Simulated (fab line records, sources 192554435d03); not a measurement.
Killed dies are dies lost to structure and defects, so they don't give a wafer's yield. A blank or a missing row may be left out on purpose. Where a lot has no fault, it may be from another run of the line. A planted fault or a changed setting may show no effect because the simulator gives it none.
fab line records	flow n5_finfet
[record] lots = 6	wafers = 18	last_day = 21
route steps=1938 shown BEOL_M0@727 BEOL_M4@1111 PASSIVATION@1936
lots that met no fault: from a run of the same line without faults
start_h: start of the lot's first displayed wafer, in hours after the record's first day	wait_h: how many hours have passed since the lot's step before this one	" as in the row above	L1.1+2: a row that stands for several wafers	- value missing, or start not given	* or withheld: withheld	< > ~ a bound
route shown NAME@n: names a module that has steps shown in the file, with the first one's number in the route	usual: average and standard deviation across the fault-free wafers	same: alike in all rows	chamber/n: place in a boat	sites: each site's reading	_std_site: their standard deviation	_edge_site: inner sites' mean taken away from outer sites' mean	radius_mm: for every site, how far away it sits from the centre of the wafer	mask NAME#n: copy n	behind: the tool/chamber that last shaped the wafer	hold: the reason the lot was held/the length of the hold in hours/how it ended	device: the transistor (n, p or np) that didn't switch	end of line: the route-end tests of the same wafers	a step given without rows: its recipe and nothing more	killed: the dies lost at the first sort to structure and to defects; this is not the yield of the wafer	map: dies across one wafer; x = killed, . = not, _ = none there
set.NAME: the setting as run; set.NAME@STEP: as run at that earlier step	model.NAME: the simulator's own value behind a step, which no gauge read
a table for each step, a row for each wafer; lots at some steps of the route
services: a tool's chamber out of use, with start hour (start_h, from the record's first day; less than 0 if before it), hours out, and reason
[[steps]]
[step N5_BEOL_M0_STRIP_139]
[recipe] chemistry = post_etch_residue_remover	time_s = 60	temp_c = 25	remover_ph = withheld	remover_water_wt_pct = withheld	remover_fluoride_wt_pct = withheld
[step N5_BEOL_M0_SRD_111]
[recipe] time_s = 30	temp_c = 23	rinse_liquid = diw	dry = ipa_marangoni
[step N5_BEOL_M0_DEGAS_112]
[recipe] ambient = vacuum	temp_c = 250	time_s = 60
[usual] heater_power_w = 317/30
lot.wafer	tool	chamber	start_h	wait_h	heater_power_w
L257.1	pvd_sputter-01	-	141.35	1.0	321
L257.3	"	-	"	"	374
L257.5	"	-	"	"	346
L273.1	pvd_sputter-01	-	225.81	0.4	341
L273.4	"	-	"	"	310
L273.6	"	-	"	"	371
L274.1	pvd_sputter-02	-	229.38	0.5	330
L274.4	"	-	"	"	278
L274.5	"	-	"	"	307
L275.1	pvd_sputter-02	-	240.71	1.4	309
L275.5	"	-	"	"	305
L275.6	"	-	"	"	282
L277.3	pvd_sputter-01	-	245.53	0.7	350
L277.4	"	-	"	"	380
L277.6	"	-	"	"	377
L278.1	pvd_sputter-01	-	255.63	0.1	296
L278.2	"	-	"	"	342
L278.3	"	-	"	"	371
[step N5_BEOL_M0_PRE_CLEAN_113]
[recipe] gas = H2/He	time_s = 30	temp_c = 250
[step N5_BEOL_M0_ALD_136]
[recipe] material = TaN	target_thk_a = *	temp_c = 275	ald_precursor_family = PDMAT	ald_co_reactant = NH3	pressure_torr = 3	carrier_flow_sccm = 1500	pulse_time_s = 2	purge_time_s = 3	co_reactant_purge_time_s = 2	co_reactant_pulse_time_s = 3	ald_cycles = 30	precursor_vessel_temp_c = 75	precursor_vessel_pressure_torr = 26.25	precursor_vessel_carrier_sccm = 1000
[usual] heater_power_w = 422/42
lot.wafer	tool	chamber	start_h	wait_h	heater_power_w
L257.1	ald_metal-04	1	141.68	0.3	377
L257.3	"	2	"	"	417
L257.5	"	3	"	"	367
L273.1	ald_metal-01	3	225.93	0.1	416
L273.4	"	0	"	"	381
L273.6	"	0	"	"	389
L274.1	ald_metal-01	3	229.52	0.1	436
L274.4	"	1	"	"	460
L274.5	"	0	"	"	380
L275.1	ald_metal-01	0	240.81	0.0	382
L275.5	"	0	"	"	374
L275.6	"	1	"	"	468
L277.3	ald_metal-03	1	245.86	0.3	512
L277.4	"	1	"	"	504
L277.6	"	3	"	"	472
L278.1	ald_metal-04	3	255.73	0.0	363
L278.2	"	1	"	"	369
L278.3	"	2	"	"	413
[step N5_BEOL_M0_SURFACE_TREAT_137]
[recipe] gas = Ar	time_s = *	ion_energy_ev = *	ion_current_ma_cm2 = 0.5	pressure_mtorr = *	ar_flow_sccm = 30
[step N5_BEOL_M0_CVD_115]
[recipe] material = Co	target_thk_a = *	temp_c = withheld	precursor = CCTBA/H2	pressure_torr = 30	time_s = 120
[step N5_BEOL_M0_SPUTTER_116]
[recipe] material = Cu	target_thk_a = 40	temp_c = -20	chamber_pressure_pa = 0.07	power_w = withheld	time_s = 7.37
[usual] substrate_temp_c = -19.99/0.11	throttle_valve_pct = 30.0/0.7
lot.wafer	tool	chamber	start_h	wait_h	substrate_temp_c	throttle_valve_pct
L257.1	pvd_sputter-01	-	142.23	0.1	-19.98	29.4
L257.3	"	-	"	"	-19.81	30.3
L257.5	"	-	"	"	-19.78	29.7
L273.1	pvd_sputter-02	-	228.21	1.9	-19.95	30.4
L273.4	"	-	"	"	-20.03	29.3
L273.6	"	-	"	"	-19.94	29.4
L274.1	pvd_sputter-03	-	230.42	0.1	-19.95	30.6
L274.4	"	-	"	"	-19.88	31.2
L274.5	"	-	"	"	-20.15	29.7
L275.1	pvd_sputter-01	-	241.20	0.1	-20.07	31.3
L275.5	"	-	"	"	-20.07	29.7
L275.6	"	-	"	"	-20.16	29.3
L277.3	pvd_sputter-03	-	248.19	0.1	-20.01	31.1
L277.4	"	-	"	"	-19.72	29.6
L277.6	"	-	"	"	-20.06	30.0
L278.1	pvd_sputter-03	-	256.20	0.1	-20.04	30.5
L278.2	"	-	"	"	-19.87	29.4
L278.3	"	-	"	"	-20.02	28.9
[step N5_BEOL_M0_ANNEAL_117]
[recipe] temp_c = 400	time_s = 60	ambient = vacuum
[step N5_BEOL_M0_SPUTTER_132]
[recipe] material = Cu	target_thk_a = 40	temp_c = -20	chamber_pressure_pa = 0.07	power_w = withheld	time_s = 7.37
[step N5_BEOL_M0_ANNEAL_133]
[recipe] temp_c = 400	time_s = 60	ambient = vacuum
[usual] heater_power_w = 780/69	susceptor_temp_C = 399.99/0.23
lot.wafer	tool	chamber	start_h	wait_h	heater_power_w	susceptor_temp_C
L257.1	pvd_sputter-01	-	142.43	0.0	785	400.04
L257.3	"	-	"	"	896	400.11
L257.5	"	-	"	"	908	399.99
L273.1	pvd_sputter-02	-	228.41	0.0	879	400.08
L273.4	"	-	"	"	683	400.11
L273.6	"	-	"	"	694	400.11
L274.1	pvd_sputter-03	-	230.62	0.0	832	399.57
L274.4	"	-	"	"	811	399.98
L274.5	"	-	"	"	757	400.30
L275.1	pvd_sputter-01	-	241.40	0.0	729	399.76
L275.5	"	-	"	"	909	400.07
L275.6	"	-	"	"	869	400.13
L277.3	pvd_sputter-03	-	248.39	0.0	811	399.71
L277.4	"	-	"	"	761	399.91
L277.6	"	-	"	"	810	400.24
L278.1	pvd_sputter-03	-	256.40	0.0	815	399.76
L278.2	"	-	"	"	750	400.32
L278.3	"	-	"	"	685	400.37
[step N5_BEOL_M0_SPUTTER_134]
[recipe] material = Cu	target_thk_a = 40	temp_c = -20	chamber_pressure_pa = 0.07	power_w = withheld	time_s = 7.37
[step N5_BEOL_M0_ANNEAL_135]
[recipe] temp_c = 400	time_s = 60	ambient = vacuum
[usual] heater_power_w = 778/68	susceptor_temp_C = 400.02/0.23
lot.wafer	tool	chamber	start_h	wait_h	heater_power_w	susceptor_temp_C
L257.1	pvd_sputter-01	-	142.55	0.0	796	399.93
L257.3	"	-	"	"	928	400.05
L257.5	"	-	"	"	923	399.77
L273.1	pvd_sputter-02	-	228.53	0.0	-	-
L273.4	"	-	"	"	-	-
L273.6	"	-	"	"	-	-
L274.1	pvd_sputter-03	-	230.74	0.0	-	-
L274.4	"	-	"	"	-	-
L274.5	"	-	"	"	-	-
L275.1	pvd_sputter-01	-	241.52	0.0	730	400.29
L275.5	"	-	"	"	924	399.74
L275.6	"	-	"	"	837	399.86
L277.3	pvd_sputter-03	-	248.51	0.0	795	399.62
L277.4	"	-	"	"	761	400.07
L277.6	"	-	"	"	825	400.23
L278.1	pvd_sputter-03	-	256.52	0.0	821	399.58
L278.2	"	-	"	"	738	400.18
L278.3	"	-	"	"	678	399.99
[step N5_BEOL_M0_SPUTTER_141]
[recipe] material = Cu	target_thk_a = 40	temp_c = -20	chamber_pressure_pa = 0.07	power_w = withheld	time_s = 7.37
[usual] substrate_temp_c = -20.00/0.11	throttle_valve_pct = 30.0/0.69
lot.wafer	tool	chamber	start_h	wait_h	substrate_temp_c	throttle_valve_pct
L257.1	pvd_sputter-01	-	142.59	0.0	-20.01	29.5
L257.3	"	-	"	"	-20.04	29.9
L257.5	"	-	"	"	-20.07	29.8
L273.1	pvd_sputter-02	-	228.57	0.0	-20.21	30.6
L273.4	"	-	"	"	-20.02	29.6
L273.6	"	-	"	"	-19.91	29.6
L274.1	pvd_sputter-03	-	230.78	0.0	-19.92	30.5
L274.4	"	-	"	"	-20.17	31.2
L274.5	"	-	"	"	-19.95	29.4
L275.1	pvd_sputter-01	-	241.56	0.0	-19.97	31.0
L275.5	"	-	"	"	-19.95	29.7
L275.6	"	-	"	"	-19.91	29.3
L277.3	pvd_sputter-03	-	248.55	0.0	-20.00	31.2
L277.4	"	-	"	"	-19.78	29.5
L277.6	"	-	"	"	-20.11	30.3
L278.1	pvd_sputter-03	-	256.56	0.0	-19.87	30.5
L278.2	"	-	"	"	-20.22	29.5
L278.3	"	-	"	"	-20.00	28.9
[step N5_BEOL_M4_RC_MEAS_101]
[usual] DIBL_N = 36.1/2.3	DIBL_P = 36/3.2	IOFF_N = 0.16/0.045	IOFF_P = 0.21/0.049	ION_N = 674/14	ION_P = 462/8.4	SS_N = 71.6/0.83	SS_P = 73.2/0.87	VT_N = 249/3.8	VT_P = -250/3.4
lot.wafer	tool	chamber	start_h	wait_h	DIBL_N[mV/V]	DIBL_P[mV/V]	IOFF_N[nA/um]	IOFF_P[nA/um]	ION_N[uA/um]	ION_P[uA/um]	SS_N[mV/dec]	SS_P[mV/dec]	VT_N[mV]	VT_P[mV]
L257.1	prober-01	0	266.33	0.0	35.2	32	0.13	0.17	664	457	71.2	71.8	252	-253
L257.3	"	0	"	"	40.8	40	0.25	0.30	681	466	73.4	74.0	246	-246
L257.5	"	0	"	"	35.6	34	0.14	0.19	657	453	71.9	72.9	251	-250
L273.1	prober-02	0	355.51	0.0	32.8	31	0.12	0.17	675	467	70.1	72.3	249	-251
L273.4	"	0	"	"	38.0	37	0.21	0.26	693	476	71.4	73.5	242	-247
L273.6	"	0	"	"	34.9	34	0.16	0.22	682	478	70.3	73.2	245	-246
L275.1	prober-02	0	358.67	0.0	37.4	39	0.19	0.23	695	472	72.0	74.2	244	-251
L275.5	"	0	"	"	40.1	41	0.24	0.29	685	475	72.7	74.1	244	-246
L275.6	"	0	"	"	37.9	39	0.18	0.22	685	469	72.5	73.3	247	-252
L277.3	prober-02	0	364.75	0.3	36.8	34	0.16	0.18	681	461	70.7	73.5	247	-251
L277.4	"	0	"	"	34.9	32	0.13	0.17	685	471	70.6	71.9	248	-253
L277.6	"	0	"	"	39.1	36	0.19	0.20	686	461	71.7	73.6	248	-251
L274.1	prober-01	0	388.33	0.0	35.1	37	0.15	0.22	677	463	71.2	73.7	249	-249
L274.4	"	0	"	"	32.4	34	0.12	0.17	653	453	70.1	72.3	256	-253
L274.5	"	0	"	"	35.5	37	0.16	0.21	679	464	70.7	73.4	251	-249
L278.1	prober-01	0	393.78	0.0	34.9	36	0.14	0.20	675	466	71.4	73.1	251	-250
L278.2	"	0	"	"	38.5	40	0.20	0.25	690	463	72.2	73.7	248	-248
L278.3	"	0	"	"	39.8	41	0.23	0.28	678	463	73.0	74.4	249	-249
[step N5_PASSIVATION_PROBE_49]
[usual] defect_limited_yield = 90.9/1.6	killed_at_M0_to_M3 = 37/11	killed_at_M4_up = 15/5.6	killed_at_contacts = 13/6.4	killed_at_front_end = 39/11	killed_at_other = 4/3.1	killed_dies = 107/19	killed_open = 71/14	killed_short = 34/7.8	sort_bin_5_function = 5.3/1	sort_bin_6_memory = 3.4/0.72	sort_n_pass = 1072/20	sort_yield_pct = 90.9/1.7
[same] gross_dies = 1180	killed_at_back_side = 0	sort_bin_4_leakage[%] = 0	sort_bin_8_speed[%] = 0
lot.wafer	tool	chamber	start_h	wait_h	defect_limited_yield[%]	killed_at_M0_to_M3	killed_at_M4_up	killed_at_contacts	killed_at_front_end	killed_at_other	killed_dies	killed_open	killed_short	sort_bin_5_function[%]	sort_bin_6_memory[%]	sort_n_pass	sort_yield_pct[%]
L257.1	prober-02	-	370.90	0.0	93.2	38	9	4	28	1	80	48	30	4.2	2.2	1100	93.2
L257.3	prober-02	-	371.00	0.1	93.7	35	13	2	23	1	74	47	20	3.3	2.5	1106	93.7
L257.5	prober-02	-	371.10	0.2	91.5	33	18	6	42	1	100	67	28	4.6	3.5	1080	91.5
L277.3	prober-02	-	479.14	0.1	92.1	47	9	20	17	0	93	66	24	4.9	2.8	1087	92.1
L277.4	prober-02	-	479.19	0.2	91.9	55	9	5	25	2	96	62	32	4.6	3.2	1084	91.9
L277.6	prober-02	-	479.29	0.3	90.7	58	9	17	22	4	110	75	34	5.6	3.3	1070	90.7
L273.1	prober-02	-	491.52	0.0	90.1	24	18	18	56	1	117	69	48	6.3	3.4	1063	90.1
L273.4	prober-02	-	491.67	0.2	89.4	22	17	15	68	3	125	86	36	6.6	3.7	1055	89.4
L273.6	prober-02	-	491.77	0.3	92.3	11	20	15	38	7	91	59	32	5.3	2.0	1089	92.3
L274.1	prober-02	-	494.83	0.0	89.4	40	19	17	44	5	125	94	31	6.4	3.7	1055	89.4
L274.4	prober-02	-	494.98	0.2	89.9	28	15	21	54	1	119	90	27	5.8	4.1	1061	89.9
L274.5	prober-02	-	495.03	0.2	88.2	37	26	24	50	2	139	92	46	7.3	4.0	1041	88.2
L275.1	prober-01	-	496.17	0.0	90.3	37	13	8	51	6	115	70	42	5.6	3.6	1065	90.3
L275.5	prober-01	-	496.37	0.2	91.4	40	8	11	37	5	101	70	30	5.3	3.1	1079	91.4
L275.6	prober-01	-	496.42	0.3	89.7	60	13	7	40	2	122	65	53	6.9	2.9	1058	89.7
L278.1	prober-02	-	506.77	0.5	91.4	41	4	10	45	2	102	65	36	4.7	3.6	1078	91.4
L278.2	prober-02	-	506.82	0.5	88.4	66	19	5	45	2	137	79	56	6.5	4.6	1043	88.4
L278.3	prober-02	-	506.87	0.6	89.7	57	10	9	44	2	122	80	37	5.3	4.4	1058	89.7
// killed by level:class
L257.1 BEOL_M1:geometric_particle:open=8 BEOL_M3:geometric_particle:open=8 BEOL_M0_SAQP:geometric_particle:open=6 FIN_SAQP:geometric_particle:open=5 BEOL_M2:geometric_particle:open=5 SPACER0:geometric_particle:short=4 GATE_CUT:geometric_particle:short=4 DUMMY_GATE:geometric_particle:open=3
L257.3 BEOL_M3:geometric_particle:open=7 BEOL_M4:geometric_particle:open=7 BEOL_M2:geometric_particle:open=6 FIN_SAQP:geometric_particle:open=4 BEOL_M0_SAQP:geometric_particle:open=4 BEOL_M0_SAQP:geometric_particle:short=4 BEOL_M3:geometric_particle:short=4 STI_FIN_REVEAL:geometric_particle:open=3
L257.5 FIN_SAQP:geometric_particle:open=7 DUMMY_GATE:geometric_particle:open=7 BEOL_M1:geometric_particle:open=7 BEOL_M2:geometric_particle:open=6 BEOL_M3:geometric_particle:open=6 STI_FIN_REVEAL:geometric_particle:open=5 BEOL_M0:geometric_particle:short=5 BEOL_M4:geometric_particle:open=5
L277.3 BEOL_M2:geometric_particle:open=18 MOL_CONTACT_COAG:geometric_particle:open=17 BEOL_M0_SAQP:geometric_particle:short=8 STI_FIN_REVEAL:geometric_particle:open=5 BEOL_M0:geometric_particle:open=5 BEOL_M0_SAQP:geometric_particle:open=4 BEOL_M1:geometric_particle:open=4 GATE_CUT:geometric_particle:short=3
L277.4 BEOL_M3:geometric_particle:open=17 BEOL_M0_SAQP:geometric_particle:open=10 BEOL_M0_SAQP:geometric_particle:short=9 BEOL_M2:geometric_particle:open=6 STI_FIN_REVEAL:geometric_particle:open=5 BEOL_M0:geometric_particle:open=5 BEOL_M4:geometric_particle:open=5 ILD0:geometric_particle:short=4
L277.6 MOL_CONTACT_COAG:geometric_particle:open=16 BEOL_M0_SAQP:geometric_particle:open=16 BEOL_M0_SAQP:geometric_particle:short=14 BEOL_M2:geometric_particle:open=10 BEOL_M1:geometric_particle:open=8 BEOL_M3:geometric_particle:open=5 STI_FIN_REVEAL:geometric_particle:open=4 ILD0:geometric_particle:open=4
L273.1 MOL_CONTACT_COAG:geometric_particle:open=16 FIN_SAQP:geometric_particle:short=13 STI_FIN_REVEAL:geometric_particle:open=10 FIN_SAQP:geometric_particle:open=9 BEOL_M0_SAQP:geometric_particle:short=6 BEOL_M1:geometric_particle:open=5 BEOL_M2:geometric_particle:open=5 BEOL_M4:geometric_particle:open=5
L273.4 FIN_SAQP:geometric_particle:open=19 FIN_SAQP:geometric_particle:short=18 BEOL_M4:geometric_particle:open=14 STI_FIN_REVEAL:geometric_particle:open=13 MOL_CONTACT_COAG:geometric_particle:open=12 BEOL_M0_SAQP:geometric_particle:open=6 BEOL_M3:geometric_particle:open=6 DUMMY_GATE:geometric_particle:open=5
L273.6 MOL_CONTACT_COAG:geometric_particle:open=14 BEOL_M4:geometric_particle:open=14 FIN_SAQP:geometric_particle:short=10 FIN_SAQP:geometric_particle:open=8 STI_FIN_REVEAL:geometric_particle:open=7 MIM_BOT:geometric_particle:short=4 BEOL_M2:geometric_particle:open=3 BEOL_M4:geometric_particle:short=3
L274.1 STI_FIN_REVEAL:geometric_particle:open=16 MOL_CONTACT_COAG:geometric_particle:open=14 BEOL_M0_SAQP:geometric_particle:open=11 BEOL_M4:geometric_particle:open=11 BEOL_M0_SAQP:geometric_particle:short=8 DUMMY_GATE:geometric_particle:open=7 BEOL_M2:geometric_particle:open=7 FIN_SAQP:geometric_particle:open=6
L274.4 MOL_CONTACT_COAG:geometric_particle:open=20 FIN_SAQP:geometric_particle:open=18 DUMMY_GATE:geometric_particle:open=9 BEOL_M4:geometric_particle:open=9 FIN_SAQP:geometric_particle:short=7 STI_FIN_REVEAL:geometric_particle:open=7 STI_FIN_REVEAL:geometric_particle:short=5 BEOL_M0_SAQP:geometric_particle:open=5
L274.5 MOL_CONTACT_COAG:geometric_particle:open=18 FIN_SAQP:geometric_particle:short=11 STI_FIN_REVEAL:geometric_particle:open=11 BEOL_M4:geometric_particle:open=8 BEOL_M0_SAQP:geometric_particle:short=7 BEOL_M0_SAQP:geometric_particle:open=7 BEOL_M3:geometric_particle:open=7 FIN_SAQP:geometric_particle:open=6
L275.1 STI_FIN_REVEAL:geometric_particle:open=11 FIN_SAQP:geometric_particle:short=9 FIN_SAQP:geometric_particle:open=9 BEOL_M2:geometric_particle:short=8 BEOL_M4:geometric_particle:open=8 BEOL_M1:geometric_particle:open=6 BEOL_M2:geometric_particle:open=6 BEOL_M3:geometric_particle:open=6
L275.5 STI_FIN_REVEAL:geometric_particle:open=11 BEOL_M3:geometric_particle:open=10 BEOL_M0_SAQP:geometric_particle:short=7 BEOL_M0_SAQP:geometric_particle:open=6 BEOL_M1:geometric_particle:open=6 FIN_SAQP:geometric_particle:open=5 MOL_CONTACT_COAG:geometric_particle:open=5 MOL_CONTACT_COAG:geometric_particle:short=5
L275.6 BEOL_M0_SAQP:geometric_particle:short=13 BEOL_M3:geometric_particle:open=12 GATE_CUT:geometric_particle:short=8 BEOL_M2:geometric_particle:short=8 STI_FIN_REVEAL:geometric_particle:open=7 FIN_SAQP:geometric_particle:open=6 FIN_SAQP:geometric_particle:short=6 BEOL_M3:geometric_particle:short=6
L278.1 FIN_SAQP:geometric_particle:open=20 FIN_SAQP:geometric_particle:short=10 BEOL_M0_SAQP:geometric_particle:open=9 MOL_CONTACT_COAG:geometric_particle:open=8 BEOL_M0_SAQP:geometric_particle:short=7 BEOL_M2:geometric_particle:short=7 BEOL_M2:geometric_particle:open=6 BEOL_M1:geometric_particle:open=5
L278.2 BEOL_M0_SAQP:geometric_particle:short=24 FIN_SAQP:geometric_particle:open=18 BEOL_M0_SAQP:geometric_particle:open=15 FIN_SAQP:geometric_particle:short=13 BEOL_M1:geometric_particle:open=8 BEOL_M3:geometric_particle:open=8 BEOL_M4:geometric_particle:open=5 BEOL_M0:geometric_particle:open=5
L278.3 BEOL_M0_SAQP:geometric_particle:open=16 BEOL_M2:geometric_particle:open=14 BEOL_M0_SAQP:geometric_particle:short=12 FIN_SAQP:geometric_particle:open=10 STI_FIN_REVEAL:geometric_particle:open=9 FIN_SAQP:geometric_particle:short=8 MOL_CONTACT_COAG:geometric_particle:open=7 STARTING-WAFER:geometric_particle:short=7
[[services]]
tool	chamber	start_h	hours	kind
ald_metal-01	-	129.35	0.9	repair
ald_metal-03	-	165.86	0.9	repair
ald_metal-03	-	174.59	1.2	pm
pvd_sputter-03	-	216.35	1.0	repair
ald_metal-03	0	226.97	21.5	repair
[[key]]
[first_sign] step = N5_BEOL_M0_ANNEAL_135	reading = tool_record	direction = missing
effect none on later readings
met_at N5_BEOL_M0_ANNEAL_135
struck_wafers L273.1,L273.4,L273.6,L274.1,L274.4,L274.5
[fault] kind = skipped_step_whole	tool = pvd_sputter-02,pvd_sputter-03	chamber = -	onset_h = 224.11	steps = N5_BEOL_M0_ANNEAL_135	scope = struck_lots_only
